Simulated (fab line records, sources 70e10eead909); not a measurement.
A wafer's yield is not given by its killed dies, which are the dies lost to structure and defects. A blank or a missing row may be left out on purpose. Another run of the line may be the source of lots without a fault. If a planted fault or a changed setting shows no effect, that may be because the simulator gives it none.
Which of the tools did it? ; flow nand harc ; 11 lots, 33 wafers sampled, at 5 steps of a route of 1159

== WHAT THE GAUGES READ, wafer by wafer ==
NHARC_END_SORT_01.
lot;measured;on;killed at array;killed at other;killed at periphery;killed dies;killed open;killed short
L714;day 23 19:23;prober-01;59 128 41;0 0 0;4 5 5;63 133 46;2 5 1;1 1 2

== EACH LOT AND THE TOOL THAT RAN IT (in order: tool; ch and the chambers of the sampled wafers; start) ==
lot;NHARC_A_SGD_CUT_ETCH_58;NHARC_A_M1_PRE_CLEAN_30;NHARC_A_M1_DEP_33;NHARC_A_BONDPAD_PVD_17
L698;rie diel-09 ch 0,1,2, day 13 22:54;pvd sputter-01, day 17 23:45 or earlier;pecvd-01 ch 0,2, day 17 23:45;pvd sputter-01, no start
L700;rie diel-09 ch 1,2, day 14 14:17;pvd sputter-02, day 18 10:34 or earlier;pecvd-04 ch 0,1, day 18 10:34;pvd sputter-03, no start
L701;rie diel-08 ch 0,2,3, day 14 15:12;pvd sputter-01, day 18 15:42 or earlier;pecvd-02 ch 1,2, day 18 15:42;pvd sputter-01, no start
L699;rie diel-09 ch 0,1, day 14 15:31;pvd sputter-01, day 18 10:14 or earlier;pecvd-04 ch 0,1,2, day 18 10:14;pvd sputter-02, no start
L703;rie diel-10 ch 0,2,3, day 14 16:50;pvd sputter-01, day 18 14:19 or earlier;pecvd-02 ch 0,1, day 18 14:19;pvd sputter-02, no start
L702;rie diel-08 ch 0,1, day 14 17:07;pvd sputter-02, day 18 05:20 or earlier;pecvd-02 ch 0,1, day 18 05:20;pvd sputter-03, no start
L704;rie diel-10 ch 0,1,3, day 14 18:18;pvd sputter-01, day 18 11:32 or earlier;pecvd-04 ch 0,2, day 18 11:32;pvd sputter-03, no start
L714;rie diel-08 ch 0,1,3, day 17 23:29;pvd sputter-03, day 22 01:01 or earlier;pecvd-02 ch 0,1, day 22 01:01;pvd sputter-03, day 23 19:23 or earlier
L719;rie diel-09 ch 0,1, day 18 10:23;pvd sputter-02, day 22 15:14 or earlier;pecvd-01 ch 0,1, day 22 15:14;pvd sputter-02, no start
L718;rie diel-10 ch 0,1,3, day 18 11:51;pvd sputter-03, day 22 18:25 or earlier;pecvd-04 ch 0,1,2, day 22 18:25;pvd sputter-03, no start
L721;rie diel-10 ch 1,2, day 19 20:57;pvd sputter-03, day 23 18:13 or earlier;pecvd-01 ch 0,1,2, day 23 18:13;pvd sputter-02, no start
- NHARC_A_SGD_CUT_ETCH_58: etches the open film in CF4, target depth 39 nm, time 65 s.
- NHARC_A_M1_PRE_CLEAN_30: time 30 s.
- NHARC_A_M1_DEP_33: deposits SiCN, target thk 30 nm.
- NHARC_A_BONDPAD_PVD_17: deposits TaN, target thk 5 nm, time 8.06 s.

== AS READ BY THE TOOLS THEMSELVES (means over the sampled wafers that have a number; for cases with no such wafer, the mark the record gives instead) ==
NHARC_A_SGD_CUT_ETCH_58.
lot;tool;cf4 flow sccm (sccm);drypump motor current A (A);oes product au (a.u.);rf vpp V (V);showerhead plenum p Torr (Torr);throttle valve pct (%)
L698;rie diel-09;150.2;6.1;0.995;150.6;1.81;13.287
L700;rie diel-09;150.3;6.0;0.999;152.9;1.86;13.284
L701;rie diel-08;150.2;5.8;0.987;151.0;1.72;13.290
L699;rie diel-09;150.0;6.1;0.991;151.0;1.73;13.281
L703;rie diel-10;150.1;5.5;1.004;151.2;1.77;13.282
L702;rie diel-08;150.5;5.7;0.999;152.3;1.86;13.279
L704;rie diel-10;149.9;5.3;1.007;150.4;1.78;13.287
L714;rie diel-08;149.9;5.8;1.004;151.9;1.79;13.285
L719;rie diel-09;149.5;6.1;1.004;152.1;1.78;13.288
L718;rie diel-10;150.2;5.3;1.010;151.0;1.78;13.287
L721;rie diel-10;149.7;5.4;1.007;151.2;1.75;13.281

NHARC_A_M1_PRE_CLEAN_30.
lot;tool;heater power w (W)
L698;pvd sputter-01;489
L700;pvd sputter-02;392
L701;pvd sputter-01;464
L699;pvd sputter-01;478
L703;pvd sputter-01;436
L702;pvd sputter-02;417
L704;pvd sputter-01;463
L714;pvd sputter-03;401
L719;pvd sputter-02;392
L718;pvd sputter-03;409
L721;pvd sputter-03;417

NHARC_A_M1_DEP_33.
lot;tool;heater power w (W)
L698;pecvd-01;593
L700;pecvd-04;625
L701;pecvd-02;574
L699;pecvd-04;658
L703;pecvd-02;563
L702;pecvd-02;542
L704;pecvd-04;676
L714;pecvd-02;515
L719;pecvd-01;580
L718;pecvd-04;650
L721;pecvd-01;601

NHARC_A_BONDPAD_PVD_17.
lot;tool;substrate temp c (C);throttle valve pct (%)
L698;pvd sputter-01;50.11;31.0
L700;pvd sputter-03;49.94;30.5
L701;pvd sputter-01;49.92;30.2
L699;pvd sputter-02;49.97;30.9
L703;pvd sputter-02;49.97;30.9
L702;pvd sputter-03;49.95;30.6
L704;pvd sputter-03;49.98;31.0
L714;pvd sputter-03;50.18;30.9
L719;pvd sputter-02;50.00;31.3
L718;pvd sputter-03;50.03;30.9
L721;pvd sputter-02;50.04;31.0

== THE ANSWER, worked out from the rows above alone ==
Rule: usual is defined by the lots themselves. Put in order of their means at a reading, lots are off if they are a third of the lots or fewer, leave a main group of 4 or more, and stand apart from it by a gap of 3 or more times the standard deviation of the main group's means; of several such gaps the widest counts. If all means in a main group match to the digits the tables above print for the reading, that group is not used. Also off: a lot with no number at a reading for which 4 or more lots have one. Any other lot the step has rows for is counted as sound. Order of review: gauges by route order, followed by the tools' own readings, for which a lot's mean as printed above is used. At the first step where some lot is off, the reading lying furthest off is the one used; lots without a number count as furthest.
None of the lots is off at any reading shown; this tells nothing.

== WHAT THE SIMULATOR PUT IN ==
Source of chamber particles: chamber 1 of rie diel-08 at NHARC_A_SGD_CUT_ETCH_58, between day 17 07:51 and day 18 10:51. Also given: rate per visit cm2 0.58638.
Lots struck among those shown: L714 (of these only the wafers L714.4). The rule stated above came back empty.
